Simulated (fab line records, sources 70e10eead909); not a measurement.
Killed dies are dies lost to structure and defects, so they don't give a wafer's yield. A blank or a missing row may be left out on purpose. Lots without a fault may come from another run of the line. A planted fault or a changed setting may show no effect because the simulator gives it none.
A sampling plan put to the test | flow nand_harc | one fab line, 25 faults that these records tell of, each judged on the records of the lots that it struck
The plan is the line's own looks: the steps of the route at which a gauge or an inspection reads the wafer and doesn't change it. A look can be judged if struck wafers have a number there and the file gives its usual mean and standard deviation on fault-free wafers. Caught: at a look after the fault's first step, the mean of the struck wafers lies 4 or more of those standard deviations (sigma) from the usual mean. On the tool: the same test on the tool's own readings at the fault's steps. Another recipe on the struck wafers, or a record that is blank for them alone, also counts as caught.

THE FAULTS, as the simulator had put them in
1. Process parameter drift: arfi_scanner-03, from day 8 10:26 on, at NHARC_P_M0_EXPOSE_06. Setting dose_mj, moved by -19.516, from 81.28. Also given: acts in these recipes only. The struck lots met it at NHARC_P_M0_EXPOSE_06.
2. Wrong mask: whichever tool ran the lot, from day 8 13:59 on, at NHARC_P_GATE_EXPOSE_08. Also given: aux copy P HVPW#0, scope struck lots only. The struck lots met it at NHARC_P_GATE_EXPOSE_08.
3. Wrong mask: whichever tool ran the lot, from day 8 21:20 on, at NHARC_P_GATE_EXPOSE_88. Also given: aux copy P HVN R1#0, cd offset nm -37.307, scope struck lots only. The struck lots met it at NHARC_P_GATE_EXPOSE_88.
4. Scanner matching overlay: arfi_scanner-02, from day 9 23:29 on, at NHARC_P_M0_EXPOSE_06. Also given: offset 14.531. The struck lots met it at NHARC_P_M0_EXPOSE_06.
5. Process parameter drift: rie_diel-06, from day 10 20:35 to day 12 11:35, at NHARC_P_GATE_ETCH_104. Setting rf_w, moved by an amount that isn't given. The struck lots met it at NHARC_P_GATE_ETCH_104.
6. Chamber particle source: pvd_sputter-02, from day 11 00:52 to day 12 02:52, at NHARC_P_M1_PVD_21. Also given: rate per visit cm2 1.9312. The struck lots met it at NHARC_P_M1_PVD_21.
7. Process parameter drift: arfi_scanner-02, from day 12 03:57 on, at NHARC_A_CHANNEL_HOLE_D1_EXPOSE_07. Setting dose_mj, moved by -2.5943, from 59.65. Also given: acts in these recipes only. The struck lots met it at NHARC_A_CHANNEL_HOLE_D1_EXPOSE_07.
8. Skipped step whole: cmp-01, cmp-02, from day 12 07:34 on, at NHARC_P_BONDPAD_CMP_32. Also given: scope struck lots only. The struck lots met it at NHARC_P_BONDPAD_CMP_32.
9. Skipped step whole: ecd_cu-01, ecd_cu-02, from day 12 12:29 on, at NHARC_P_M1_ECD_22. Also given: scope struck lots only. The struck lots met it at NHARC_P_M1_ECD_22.
10. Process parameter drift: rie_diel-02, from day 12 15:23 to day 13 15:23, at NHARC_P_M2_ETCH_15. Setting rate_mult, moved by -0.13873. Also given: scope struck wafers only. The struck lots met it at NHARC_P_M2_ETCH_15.
11. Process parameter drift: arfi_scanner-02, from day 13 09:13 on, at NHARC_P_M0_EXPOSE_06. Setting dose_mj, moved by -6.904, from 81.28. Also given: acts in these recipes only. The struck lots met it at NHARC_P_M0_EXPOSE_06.
12. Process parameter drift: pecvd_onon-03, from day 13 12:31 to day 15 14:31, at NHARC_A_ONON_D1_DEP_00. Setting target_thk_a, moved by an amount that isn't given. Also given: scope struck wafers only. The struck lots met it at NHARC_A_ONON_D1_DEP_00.
13. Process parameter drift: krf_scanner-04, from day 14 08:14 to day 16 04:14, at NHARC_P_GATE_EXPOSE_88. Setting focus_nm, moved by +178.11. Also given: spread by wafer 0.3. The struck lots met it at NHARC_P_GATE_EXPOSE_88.
14. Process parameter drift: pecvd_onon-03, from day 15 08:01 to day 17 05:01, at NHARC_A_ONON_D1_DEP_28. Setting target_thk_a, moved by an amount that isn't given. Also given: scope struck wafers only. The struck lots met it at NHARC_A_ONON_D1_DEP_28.
15. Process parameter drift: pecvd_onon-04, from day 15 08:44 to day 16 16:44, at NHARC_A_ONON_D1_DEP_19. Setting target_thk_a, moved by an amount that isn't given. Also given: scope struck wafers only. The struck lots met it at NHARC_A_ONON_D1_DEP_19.
16. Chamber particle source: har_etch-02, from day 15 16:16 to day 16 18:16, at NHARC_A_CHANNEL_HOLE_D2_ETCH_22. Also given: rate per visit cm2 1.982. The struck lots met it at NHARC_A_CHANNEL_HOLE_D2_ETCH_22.
17. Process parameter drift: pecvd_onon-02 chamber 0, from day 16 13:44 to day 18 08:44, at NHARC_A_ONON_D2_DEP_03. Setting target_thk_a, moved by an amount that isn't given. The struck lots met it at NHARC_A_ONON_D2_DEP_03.
18. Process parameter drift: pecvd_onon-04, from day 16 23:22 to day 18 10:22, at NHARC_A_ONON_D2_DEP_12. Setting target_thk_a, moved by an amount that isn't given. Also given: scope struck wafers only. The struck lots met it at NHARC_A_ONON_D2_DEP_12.
19. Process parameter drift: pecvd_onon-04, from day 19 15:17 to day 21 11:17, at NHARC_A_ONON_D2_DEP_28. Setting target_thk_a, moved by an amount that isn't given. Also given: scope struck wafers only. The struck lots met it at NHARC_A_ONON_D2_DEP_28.
20. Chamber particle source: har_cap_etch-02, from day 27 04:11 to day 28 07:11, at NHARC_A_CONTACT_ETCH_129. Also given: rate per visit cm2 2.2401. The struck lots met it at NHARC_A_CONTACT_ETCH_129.
21. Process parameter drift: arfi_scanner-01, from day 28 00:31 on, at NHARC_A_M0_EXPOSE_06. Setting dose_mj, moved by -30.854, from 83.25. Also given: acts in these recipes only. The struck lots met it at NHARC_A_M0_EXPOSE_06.
22. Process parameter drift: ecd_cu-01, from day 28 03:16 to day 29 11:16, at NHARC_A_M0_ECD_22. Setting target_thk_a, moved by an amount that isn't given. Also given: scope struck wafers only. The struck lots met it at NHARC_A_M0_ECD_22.
23. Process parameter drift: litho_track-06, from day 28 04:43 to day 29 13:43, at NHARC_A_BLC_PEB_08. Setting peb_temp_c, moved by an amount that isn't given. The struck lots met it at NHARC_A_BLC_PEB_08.
24. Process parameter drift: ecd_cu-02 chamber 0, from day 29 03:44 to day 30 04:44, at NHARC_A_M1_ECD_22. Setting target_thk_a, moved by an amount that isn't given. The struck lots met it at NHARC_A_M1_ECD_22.
25. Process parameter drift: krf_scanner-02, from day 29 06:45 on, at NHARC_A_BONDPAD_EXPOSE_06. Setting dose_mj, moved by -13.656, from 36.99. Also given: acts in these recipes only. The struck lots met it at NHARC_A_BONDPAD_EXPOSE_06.

WHAT THE PLAN SAW
fault | on the tool itself                               | first look that catches it                      | reading, sigma                                         | median hours from its first step to that look | hours from the fault's start to the first struck lot there | judged looks passed uncaught
1     | exposure_dose_mJ_cm2 -99 or beyond sigma         | NHARC_P_M0_CD_MEAS_09                           | cd_nm -27                                              | 0.1                                           | 8                                                          | 0
2     | under 2 sigma                                    | no look after it can be judged                  | -                                                      | -                                             | -                                                          | 0
3     | under 2 sigma                                    | NHARC_P_GATE_CD_MEAS_91                         | cd_nm -21                                              | 0.2                                           | 3                                                          | 0
4     | no reading that can be judged                    | NHARC_P_M0_OVL_MEAS_10                          | overlay_x_nm +21                                       | 0.2                                           | 14                                                         | 0
5     | rf_fwd_power_W -73 sigma                         | no look after it can be judged                  | -                                                      | -                                             | -                                                          | 0
6     | under 2 sigma                                    | NHARC_END_SORT_01                               | killed_at_periphery +36                                | 452.5                                         | 459                                                        | 3
7     | exposure_dose_mJ_cm2 -38 sigma                   | NHARC_A_CHANNEL_HOLE_D1_CD_MEAS_10              | cd_nm -6.4                                             | 0.1                                           | 16                                                         | 0
8     | the tool's record is blank for the struck wafers | NHARC_P_BONDPAD_THK_MEAS_33                     | thk_nm +31                                             | 0.2                                           | 6                                                          | 0
9     | the tool's record is blank for the struck wafers | NHARC_P_M1_THK_MEAS_24                          | thk_nm -99 or beyond                                   | 1.1                                           | 6                                                          | 0
10    | oes_product_au -4.2 sigma                        | none of the 4 looks that can be judged after it | -                                                      | -                                             | -                                                          | 4
11    | exposure_dose_mJ_cm2 -80 sigma                   | NHARC_P_M0_CD_MEAS_09                           | cd_nm -10                                              | 0.1                                           | 21                                                         | 0
12    | no reading that can be judged                    | NHARC_A_ONON_D1_THK_MEAS_02                     | thk_nm +55                                             | 0.5                                           | 7                                                          | 0
13    | no reading that can be judged                    | none of the 2 looks that can be judged after it | strongest: cd_nm at NHARC_P_GATE_CD_MEAS_91, +3.8      | -                                             | -                                                          | 2
14    | under 2 sigma                                    | not the one look that can be judged after it    | strongest: thk_nm at NHARC_A_ONON_D1_THK_MEAS_30, +3.8 | -                                             | -                                                          | 1
15    | no reading that can be judged                    | NHARC_A_ONON_D1_THK_MEAS_21                     | thk_nm +59                                             | 0.4                                           | 16                                                         | 0
16    | under 2 sigma                                    | NHARC_A_CHANNEL_HOLE_D2_INSPECT_40              | raw_defect_count +16                                   | 4.8                                           | 17                                                         | 0
17    | under 2 sigma                                    | NHARC_A_ONON_D2_THK_MEAS_05                     | thk_nm -52                                             | 0.5                                           | 22                                                         | 0
18    | no reading that can be judged                    | NHARC_A_ONON_D2_THK_MEAS_14                     | thk_nm -31                                             | 0.5                                           | 5                                                          | 0
19    | no reading that can be judged                    | NHARC_A_ONON_D2_THK_MEAS_30                     | thk_nm +53                                             | 0.5                                           | 7                                                          | 0
20    | no reading that can be judged                    | NHARC_END_SORT_01                               | killed_dies +5.1                                       | 66.7                                          | 70                                                         | 1
21    | exposure_dose_mJ_cm2 -99 or beyond sigma         | NHARC_A_M0_CD_MEAS_09                           | cd_nm -41                                              | 0.1                                           | 5                                                          | 0
22    | under 2 sigma                                    | not the one look that can be judged after it    | -                                                      | -                                             | -                                                          | 1
23    | plate_temp_C -44 sigma                           | NHARC_A_BLC_CD_MEAS_10                          | cd_nm -38                                              | 0.1                                           | 4                                                          | 0
24    | under 2 sigma                                    | none of the 3 looks that can be judged after it | -                                                      | -                                             | -                                                          | 3
25    | exposure_dose_mJ_cm2 -99 or beyond sigma         | NHARC_A_BONDPAD_CD_MEAS_09                      | cd_nm -7.4                                             | 0.2                                           | 4                                                          | 0
A dash: the fault isn't caught, or these records don't give the number.

Caught at a look: 18 of 25. Caught on the tool: 10 of 25. By one or the other: 20 of 25.
Caught on the tool alone: faults 5, 10.
Caught at a look alone: faults 3, 4, 6, 12, 15, 16, 17, 18, 19, 20.
Caught by neither: faults 2, 13, 14, 22, 24.

THINNER SAMPLING
If the look that catches a fault measured only every second or every third lot, by lot number, the first struck lot would be measured this late in the worst case:
fault | struck lots at that look, in order of time | every lot | every second lot | every third lot
1     | L880, L881, L886                           | 8 h       | 17 h             | may miss all 3
3     | L792                                       | 3 h       | may miss it      | may miss it
4     | L332, L333, L335                           | 14 h      | 19 h             | may miss all 3
6     | L548, L547                                 | 459 h     | 472 h            | may miss all 2
7     | L331, L333                                 | 16 h      | may miss all 2   | may miss all 2
8     | L564, L565, L566                           | 6 h       | 17 h             | 27 h
9     | L699, L700, L701                           | 6 h       | 17 h             | 22 h
11    | L850, L854                                 | 21 h      | may miss all 2   | may miss all 2
12    | L519                                       | 7 h       | may miss it      | may miss it
15    | L772, L773                                 | 16 h      | 25 h             | may miss all 2
16    | L669, L670                                 | 17 h      | 26 h             | may miss all 2
17    | L693, L694                                 | 22 h      | 40 h             | may miss all 2
18    | L638, L643                                 | 5 h       | 33 h             | may miss all 2
19    | L903, L907                                 | 7 h       | may miss all 2   | may miss all 2
20    | L844, L845, L843                           | 70 h      | 79 h             | 84 h
21    | L627, L628, L629                           | 5 h       | 15 h             | 25 h
23    | L765, L770                                 | 4 h       | 31 h             | may miss all 2
25    | L680, L682                                 | 4 h       | may miss all 2   | may miss all 2
Hours are from the fault's start to the first struck lot that is measured. The limit of 4 sigma was tested on all struck wafers together, so one lot alone may lie under it. Other struck lots may not be in these records.

THE LONGEST TIMED WAY FROM STEP TO LOOK
Fault 6: a median of 452.5 hours passes between NHARC_P_M1_PVD_21 and NHARC_END_SORT_01. The looks between them that can be judged stayed within 4 sigma: NHARC_P_M2_CD_MEAS_09, NHARC_P_M2_OVL_MEAS_10, NHARC_P_M2_CD_MEAS_16.
